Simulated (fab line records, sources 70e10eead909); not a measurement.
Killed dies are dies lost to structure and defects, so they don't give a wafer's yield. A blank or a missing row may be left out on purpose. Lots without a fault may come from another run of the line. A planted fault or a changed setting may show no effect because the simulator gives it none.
fab line records | flow nand_harc
record lots=24 wafers=72 last_day=24
route steps=1159 shown A_CONTACT@854
lots that met no fault: from a run of the same line without faults
start_h: hours from the record's first day to the start of the lot's first wafer shown | wait_h: hours since the lot's step before | " the same as in the row above | L1.1+2: a row that stands for several wafers | - no value, or no start given | * or withheld: withheld | < > ~ a bound
route shown NAME@n: a module of which the file shows steps, and the number in the route of the first | usual: mean/standard deviation of fault-free wafers | same: alike in all rows | chamber/n: place in a boat | sites: the reading at each site | _std_site: their standard deviation | _edge_site: outer sites' mean less inner sites' | radius_mm: how far each site lies from the wafer's centre | mask NAME#n: copy n | behind: the tool/chamber that last shaped the wafer | hold: why the lot was held/for how many hours/how that ended | device: the transistor (n, p or np) that didn't switch | end of line: the same wafers' tests at the end of the route | a step without rows: its recipe alone | killed: dies lost to structure and defects at the first sort, not the wafer's yield | map: a wafer's dies, x killed, . not, _ none there
set.NAME: the setting as run; set.NAME@STEP: as run at that earlier step | model.NAME: the simulator's own value behind a step, which no gauge read
steps of the route over a sample of lots; a table a step, a row a wafer
services: from which hour (start_h, from the record's first day; less than 0 if before it) a tool's chamber was out of use, for how many hours, and why
## steps
# step NHARC_A_CONTACT_CD_MEAS_42
# recipe target_cd_nm=200 landing_energy_ev=500
# usual cd_nm=200.1/0.56
# columns lot.wafer tool chamber start_h wait_h cd_nm
L077.4 cd_sem-02 0 372.47 - 200.7
L077.5 " 0 " " 200.4
L077.6 " 0 " " 201.1
L074.1 cd_sem-02 0 377.22 - 199.9
L074.2 " 0 " " 200.3
L074.4 " 0 " " 200.3
L075.1 cd_sem-01 0 379.70 - 199.7
L075.4 " 0 " " 200.9
L075.6 " 0 " " 200.7
L079.3 cd_sem-03 0 381.19 - 198.6
L079.4 " 0 " " 200.1
L079.5 " 0 " " 199.9
L076.1 cd_sem-02 0 384.13 - 199.6
L076.4 " 0 " " 199.7
L076.6 " 0 " " 199.2
L078.2 cd_sem-03 0 386.49 - 200.5
L078.4 " 0 " " 200.5
L078.6 " 0 " " 200.3
L080.3 cd_sem-01 0 395.64 - 199.6
L080.4 " 0 " " 199.6
L080.6 " 0 " " 199.2
L081.1 cd_sem-02 0 408.23 - 200.7
L081.4 " 0 " " 201.7
L081.5 " 0 " " 201.4
L083.3 cd_sem-02 0 408.58 - 199.7
L083.4 " 0 " " 199.9
L083.5 " 0 " " 200.2
L082.1 cd_sem-02 0 413.66 - 199.8
L082.5 " 0 " " 199.4
L082.6 " 0 " " 199.9
L085.2 cd_sem-03 0 425.09 - 200.1
L085.4 " 0 " " 199.2
L085.6 " 0 " " 198.7
L084.1 cd_sem-02 0 425.56 - 199.9
L084.4 " 0 " " 200.1
L084.5 " 0 " " 199.9
L087.2 cd_sem-01 0 435.58 - 200.4
L087.5 " 0 " " 199.7
L087.6 " 0 " " 200.2
L086.2 cd_sem-03 0 436.05 - 200.4
L086.5 " 0 " " 200.1
L086.6 " 0 " " 200.3
L090.1 cd_sem-01 0 455.68 - 200.5
L090.2 " 0 " " 200.7
L090.5 " 0 " " 200.0
L089.1 cd_sem-01 0 456.20 - 199.9
L089.4 " 0 " " 200.1
L089.5 " 0 " " 200.3
L088.2 cd_sem-02 0 467.43 - 200.1
L088.4 " 0 " " 200.3
L088.5 " 0 " " 200.4
L091.3 cd_sem-03 0 468.54 - 200.3
L091.4 " 0 " " 200.9
L091.5 " 0 " " 200.7
L092.3 cd_sem-03 0 472.74 - 200.6
L092.4 " 0 " " 201.3
L092.6 " 0 " " 201.0
L093.3 cd_sem-02 0 472.89 - 200.0
L093.5 " 0 " " 200.7
L093.6 " 0 " " 199.7
L096.3 cd_sem-01 0 496.91 - 199.8
L096.4 " 0 " " 199.5
L096.5 " 0 " " 200.3
L094.2 cd_sem-01 0 498.22 - 200.1
L094.3 " 0 " " 201.2
L094.4 " 0 " " 200.5
L095.3 cd_sem-03 0 501.07 - 199.5
L095.4 " 0 " " 200.2
L095.6 " 0 " " 200.0
L097.3 cd_sem-03 0 503.32 - 200.4
L097.5 " 0 " " 200.3
L097.6 " 0 " " 200.1
# step NHARC_A_CONTACT_ETCH_118
# recipe source_w=withheld pressure_mtorr=20 bias_v=3000 time_s=94 target_depth_a=9220 ar_flow_sccm=withheld c4f8_flow_sccm=withheld o2_flow_sccm=withheld chemistry=C4F8/O2/Ar
# columns lot.wafer tool chamber start_h wait_h rf_hours_counter_h
L077.4 har_cap_etch-03 1 375.49 0.1 -
L077.6 " 1 " " -
L077.5 " 0 " " -
L074.2 har_cap_etch-01 1 379.49 0.1 58
L074.1 " 0 " " 58
L074.4 " 0 " " -
L075.1 har_cap_etch-02 1 381.94 0.1 11
L075.4 " 1 " " -
L075.6 " 1 " " -
L079.3 har_cap_etch-01 0 383.41 0.1 -
L079.4 " 1 " " -
L079.5 " 0 " " -
L076.1 har_cap_etch-01 1 386.38 0.1 61
L076.4 " 0 " " -
L076.6 " 0 " " -
L078.2 har_cap_etch-03 1 388.76 0.1 85
L078.4 " 1 " " -
L078.6 " 1 " " -
L080.3 har_cap_etch-03 1 398.58 0.1 -
L080.4 " 0 " " -
L080.6 " 0 " " -
L081.1 har_cap_etch-01 1 410.50 0.1 67
L081.4 " 0 " " -
L081.5 " 0 " " -
L083.3 har_cap_etch-03 1 410.82 0.1 -
L083.4 " 0 " " -
L083.5 " 1 " " -
L082.1 har_cap_etch-01 1 415.87 0.1 68
L082.5 " 1 " " -
L082.6 " 0 " " -
L085.2 har_cap_etch-01 1 427.45 0.1 70
L085.4 " 0 " " -
L085.6 " 1 " " -
L084.1 har_cap_etch-03 0 427.76 0.1 94
L084.4 " 0 " " -
L084.5 " 0 " " -
L087.2 har_cap_etch-02 0 437.86 0.1 20
L087.6 " 1 " " -
L087.5 " 0 " " -
L086.2 har_cap_etch-01 0 438.96 0.1 73
L086.6 " 1 " " -
L086.5 " 0 " " -
L090.1 har_cap_etch-03 1 458.12 0.1 99
L090.2 " 0 " " 99
L090.5 " 1 " " -
L089.1 har_cap_etch-02 1 458.41 0.1 23
L089.4 " 0 " " -
L089.5 " 0 " " -
L088.2 har_cap_etch-02 0 469.68 0.1 24
L088.4 " 1 " " -
L088.5 " 1 " " -
L091.3 har_cap_etch-01 1 470.82 0.1 -
L091.4 " 0 " " -
L091.5 " 1 " " -
L093.3 har_cap_etch-01 0 475.14 0.1 -
L093.6 " 0 " " -
L093.5 " 1 " " -
L092.4 har_cap_etch-03 1 475.92 0.1 -
L092.3 " 0 " " -
L092.6 " 1 " " -
L096.4 har_cap_etch-03 0 499.11 0.1 -
L096.3 " 1 " " -
L096.5 " 0 " " -
L094.2 har_cap_etch-02 1 500.42 0.1 29
L094.3 " 0 " " -
L094.4 " 1 " " -
L095.4 har_cap_etch-01 1 503.65 0.1 -
L095.3 " 0 " " -
L095.6 " 0 " " -
L097.3 har_cap_etch-03 1 505.54 0.1 -
L097.6 " 1 " " -
L097.5 " 0 " " -
# step NHARC_A_CONTACT_ETCH_119
# recipe source_w=withheld pressure_mtorr=20 bias_v=3000 time_s=94 target_depth_a=9220 ar_flow_sccm=withheld c4f8_flow_sccm=withheld o2_flow_sccm=withheld chemistry=C4F8/O2/Ar
# columns lot.wafer tool chamber start_h wait_h rf_hours_counter_h
L077.4 har_cap_etch-03 1 375.58 0.1 -
L077.6 " 1 " " -
L077.5 " 0 " " -
L074.2 har_cap_etch-01 1 379.58 0.1 58
L074.1 " 0 " " 58
L074.4 " 0 " " -
L075.1 har_cap_etch-02 1 382.03 0.1 11
L075.4 " 1 " " -
L075.6 " 1 " " -
L079.3 har_cap_etch-01 0 383.50 0.1 -
L079.4 " 1 " " -
L079.5 " 0 " " -
L076.1 har_cap_etch-01 1 386.47 0.1 61
L076.4 " 0 " " -
L076.6 " 0 " " -
L078.2 har_cap_etch-03 1 388.85 0.1 85
L078.4 " 1 " " -
L078.6 " 1 " " -
L080.3 har_cap_etch-03 1 398.67 0.1 -
L080.4 " 0 " " -
L080.6 " 0 " " -
L081.1 har_cap_etch-01 1 410.59 0.1 67
L081.4 " 0 " " -
L081.5 " 0 " " -
L083.3 har_cap_etch-03 1 410.91 0.1 -
L083.4 " 0 " " -
L083.5 " 1 " " -
L082.1 har_cap_etch-01 1 415.97 0.1 68
L082.5 " 1 " " -
L082.6 " 0 " " -
L085.2 har_cap_etch-01 1 427.55 0.1 71
L085.4 " 0 " " -
L085.6 " 1 " " -
L084.1 har_cap_etch-03 0 427.85 0.1 94
L084.4 " 0 " " -
L084.5 " 0 " " -
L087.2 har_cap_etch-02 0 437.95 0.1 20
L087.6 " 1 " " -
L087.5 " 0 " " -
L086.2 har_cap_etch-01 0 439.08 0.1 73
L086.6 " 1 " " -
L086.5 " 0 " " -
L090.1 har_cap_etch-03 1 458.24 0.1 99
L090.2 " 0 " " 99
L090.5 " 1 " " -
L089.1 har_cap_etch-02 1 458.50 0.1 23
L089.4 " 0 " " -
L089.5 " 0 " " -
L088.2 har_cap_etch-02 0 469.77 0.1 24
L088.4 " 1 " " -
L088.5 " 1 " " -
L091.3 har_cap_etch-01 1 470.91 0.1 -
L091.4 " 0 " " -
L091.5 " 1 " " -
L093.3 har_cap_etch-01 0 475.23 0.1 -
L093.6 " 0 " " -
L093.5 " 1 " " -
L092.4 har_cap_etch-03 1 476.02 0.1 -
L092.3 " 0 " " -
L092.6 " 1 " " -
L096.4 har_cap_etch-03 0 499.20 0.1 -
L096.3 " 1 " " -
L096.5 " 0 " " -
L094.2 har_cap_etch-02 1 500.51 0.1 29
L094.3 " 0 " " -
L094.4 " 1 " " -
L095.4 har_cap_etch-01 1 503.74 0.1 -
L095.3 " 0 " " -
L095.6 " 0 " " -
L097.3 har_cap_etch-03 1 505.63 0.1 -
L097.6 " 1 " " -
L097.5 " 0 " " -
# step NHARC_A_CONTACT_ETCH_120
# recipe source_w=withheld pressure_mtorr=20 bias_v=3000 time_s=94 target_depth_a=9220 ar_flow_sccm=withheld c4f8_flow_sccm=withheld o2_flow_sccm=withheld chemistry=C4F8/O2/Ar
# columns lot.wafer tool chamber start_h wait_h rf_hours_counter_h
L077.4 har_cap_etch-03 1 375.67 0.1 -
L077.6 " 1 " " -
L077.5 " 0 " " -
L074.2 har_cap_etch-01 1 379.67 0.1 58
L074.1 " 0 " " 58
L074.4 " 0 " " -
L075.1 har_cap_etch-02 1 382.12 0.1 11
L075.4 " 1 " " -
L075.6 " 1 " " -
L079.3 har_cap_etch-01 0 383.59 0.1 -
L079.4 " 1 " " -
L079.5 " 0 " " -
L076.1 har_cap_etch-01 1 386.56 0.1 61
L076.4 " 0 " " -
L076.6 " 0 " " -
L078.2 har_cap_etch-03 1 388.94 0.1 85
L078.4 " 1 " " -
L078.6 " 1 " " -
L080.3 har_cap_etch-03 1 398.76 0.1 -
L080.4 " 0 " " -
L080.6 " 0 " " -
L081.1 har_cap_etch-01 1 410.68 0.1 67
L081.4 " 0 " " -
L081.5 " 0 " " -
L083.3 har_cap_etch-03 1 411.00 0.1 -
L083.4 " 0 " " -
L083.5 " 1 " " -
L082.1 har_cap_etch-01 1 416.06 0.1 68
L082.5 " 1 " " -
L082.6 " 0 " " -
L085.2 har_cap_etch-01 1 427.64 0.1 71
L085.4 " 0 " " -
L085.6 " 1 " " -
L084.1 har_cap_etch-03 0 427.95 0.1 94
L084.4 " 0 " " -
L084.5 " 0 " " -
L087.2 har_cap_etch-02 0 438.04 0.1 21
L087.6 " 1 " " -
L087.5 " 0 " " -
L086.2 har_cap_etch-01 0 439.20 0.1 73
L086.6 " 1 " " -
L086.5 " 0 " " -
L090.1 har_cap_etch-03 1 458.36 0.1 99
L090.2 " 0 " " 99
L090.5 " 1 " " -
L089.1 har_cap_etch-02 1 458.59 0.1 23
L089.4 " 0 " " -
L089.5 " 0 " " -
L088.2 har_cap_etch-02 0 469.86 0.1 24
L088.4 " 1 " " -
L088.5 " 1 " " -
L091.3 har_cap_etch-01 1 471.00 0.1 -
L091.4 " 0 " " -
L091.5 " 1 " " -
L093.3 har_cap_etch-01 0 475.33 0.1 -
L093.6 " 0 " " -
L093.5 " 1 " " -
L092.4 har_cap_etch-03 1 476.11 0.1 -
L092.3 " 0 " " -
L092.6 " 1 " " -
L096.4 har_cap_etch-03 0 499.29 0.1 -
L096.3 " 1 " " -
L096.5 " 0 " " -
L094.2 har_cap_etch-02 1 500.60 0.1 29
L094.3 " 0 " " -
L094.4 " 1 " " -
L095.4 har_cap_etch-01 1 503.83 0.1 -
L095.3 " 0 " " -
L095.6 " 0 " " -
L097.3 har_cap_etch-03 1 505.72 0.1 -
L097.6 " 1 " " -
L097.5 " 0 " " -
# step NHARC_A_CONTACT_CD_MEAS_53
# usual cd_nm=189.6/0.85
# columns lot.wafer tool chamber start_h wait_h cd_nm
L077.4 cd_sem-03 - 376.74 - 190.9
L077.5 " - " " 191.0
L077.6 " - " " 189.8
L074.1 cd_sem-01 - 380.76 - 189.0
L074.2 " - " " 188.6
L074.4 " - " " 188.3
L075.1 cd_sem-01 - 383.21 - 189.5
L075.4 " - " " 188.4
L075.6 " - " " 188.9
L079.3 cd_sem-03 - 384.67 - 190.0
L079.4 " - " " 190.3
L079.5 " - " " 190.7
L076.1 cd_sem-02 - 387.75 - 189.4
L076.4 " - " " 188.2
L076.6 " - " " 189.0
L078.2 cd_sem-03 - 390.04 - 189.5
L078.4 " - " " 189.3
L078.6 " - " " 189.6
L080.3 cd_sem-02 - 400.05 - 190.1
L080.4 " - " " 190.5
L080.6 " - " " 190.4
L081.1 cd_sem-02 - 411.98 - 189.3
L081.4 " - " " 190.2
L081.5 " - " " 190.5
L083.3 cd_sem-02 - 412.16 - 190.9
L083.4 " - " " 190.6
L083.5 " - " " 190.9
L082.1 cd_sem-01 - 417.21 - 189.9
L082.5 " - " " 190.3
L082.6 " - " " 190.4
L085.2 cd_sem-03 - 428.72 - 190.9
L085.4 " - " " 190.4
L085.6 " - " " 190.8
L084.1 cd_sem-02 - 429.04 - 187.7
L084.4 " - " " 187.8
L084.5 " - " " 187.1
L087.2 cd_sem-01 - 439.13 - 189.9
L087.5 " - " " 189.9
L087.6 " - " " 190.3
L086.2 cd_sem-01 - 440.48 - 190.3
L086.5 " - " " 190.3
L086.6 " - " " 190.5
L090.1 cd_sem-01 - 459.66 - 189.6
L090.2 " - " " 188.8
L090.5 " - " " 189.2
L089.1 cd_sem-03 - 459.73 - 189.7
L089.4 " - " " 189.7
L089.5 " - " " 189.6
L088.2 cd_sem-03 - 470.98 - 189.1
L088.4 " - " " 189.7
L088.5 " - " " 189.3
L091.3 cd_sem-01 - 472.07 - 189.7
L091.4 " - " " 189.3
L091.5 " - " " 189.7
L093.3 cd_sem-01 - 476.39 - 189.7
L093.5 " - " " 189.8
L093.6 " - " " 189.9
L092.3 cd_sem-03 - 477.19 - 190.0
L092.4 " - " " 190.0
L092.6 " - " " 190.6
L096.3 cd_sem-01 - 500.36 - 189.4
L096.4 " - " " 189.4
L096.5 " - " " 190.0
L094.2 cd_sem-02 - 501.68 - 188.5
L094.3 " - " " 187.5
L094.4 " - " " 188.5
L095.3 cd_sem-01 - 504.89 - 189.4
L095.4 " - " " 189.1
L095.6 " - " " 189.9
L097.3 cd_sem-03 - 506.78 - 189.1
L097.5 " - " " 189.5
L097.6 " - " " 189.4
# step NHARC_A_CONTACT_DEP_58
# recipe target_thk_a=600 target_thk_nm=60 temp_c=400 pressure_torr=3.5 flow_sccm=200 rf_w=350 material=SiON
# usual heater_power_w=749/76
# columns lot.wafer tool chamber start_h wait_h heater_power_w
L077.4 pecvd-02 2 382.23 0.7 723
L077.6 " 0 " " 677
L077.5 " 1 " " 723
L074.2 pecvd-02 2 387.88 1.5 724
L074.1 " 0 " " 641
L074.4 " 1 " " 711
L075.1 pecvd-02 0 388.87 1.5 696
L075.4 " 1 " " 741
L075.6 " 2 " " 670
L079.3 pecvd-03 0 389.32 0.9 808
L079.5 " 0 " " 672
L079.4 " 1 " " 754
L076.1 pecvd-02 1 391.29 1.5 738
L076.4 " 2 " " 639
L076.6 " 0 " " 757
L078.2 pecvd-03 0 392.98 1.2 767
L078.4 " 1 " " 853
L078.6 " 2 " " 840
L080.3 pecvd-01 0 403.11 0.9 777
L080.6 " 1 " " 867
L080.4 " 0 " " 780
L081.1 pecvd-02 0 414.81 1.5 597
L081.5 " 2 " " 713
L081.4 " 1 " " 746
L083.3 pecvd-03 2 415.29 1.1 903
L083.5 " 1 " " 856
L083.4 " 2 " " 887
L082.1 pecvd-02 0 419.96 1.5 649
L082.6 " 0 " " 664
L082.5 " 1 " " 630
L085.2 pecvd-02 1 431.41 1.2 712
L085.4 " 1 " " 721
L085.6 " 2 " " 715
L084.1 pecvd-02 0 433.22 1.5 675
L084.4 " 0 " " 684
L084.5 " 2 " " 616
L087.2 pecvd-02 1 443.07 1.2 722
L087.6 " 1 " " 725
L087.5 " 2 " " 746
L086.2 pecvd-02 0 443.27 1.2 690
L086.5 " 0 " " 710
L086.6 " 2 " " 690
L090.1 pecvd-01 2 463.76 1.5 885
L090.2 " 0 " " 826
L090.5 " 0 " " 803
L089.1 pecvd-03 0 464.56 1.6 738
L089.4 " 1 " " 819
L089.5 " 2 " " 871
L088.2 pecvd-01 1 473.99 1.2 801
L088.4 " 2 " " 868
L088.5 " 1 " " 811
L091.3 pecvd-01 2 474.84 1.0 823
L091.5 " 2 " " 813
L091.4 " 0 " " 780
L093.3 pecvd-02 1 479.12 0.9 687
L093.5 " 1 " " 686
L093.6 " 2 " " 716
L092.3 pecvd-01 0 481.35 0.9 766
L092.4 " 1 " " 769
L092.6 " 2 " " 924
L096.3 pecvd-01 2 503.10 0.9 868
L096.4 " 1 " " 798
L096.5 " 2 " " 911
L094.3 pecvd-01 2 504.81 0.9 821
L094.2 " 1 " " 746
L094.4 " 0 " " 740
L095.3 pecvd-03 0 507.58 0.9 785
L095.4 " 0 " " 780
L095.6 " 1 " " 728
L097.3 pecvd-02 1 509.58 0.9 637
L097.5 " 1 " " 652
L097.6 " 2 " " 675
## services
# columns tool chamber start_h hours kind
har_cap_etch-02 - 414.57 2.5 repair
pecvd-01 - 418.47 13.0 pm
pecvd-01 0 418.47 13.0 vent_cycle
pecvd-01 1 418.47 13.0 vent_cycle
pecvd-01 2 418.47 13.0 vent_cycle
pecvd-01 0 431.47 - clean
pecvd-01 1 431.47 - clean
pecvd-01 2 431.47 - clean
pecvd-02 - 462.81 3.0 repair
pecvd-03 - 473.13 13.0 pm
pecvd-03 0 473.13 13.0 vent_cycle
pecvd-03 1 473.13 13.0 vent_cycle
pecvd-03 2 473.13 13.0 vent_cycle
har_cap_etch-01 - 481.55 1.8 repair
pecvd-03 0 486.13 - clean
pecvd-03 1 486.13 - clean
pecvd-03 2 486.13 - clean
pecvd-02 2 492.90 3.2 repair
## key
fault none
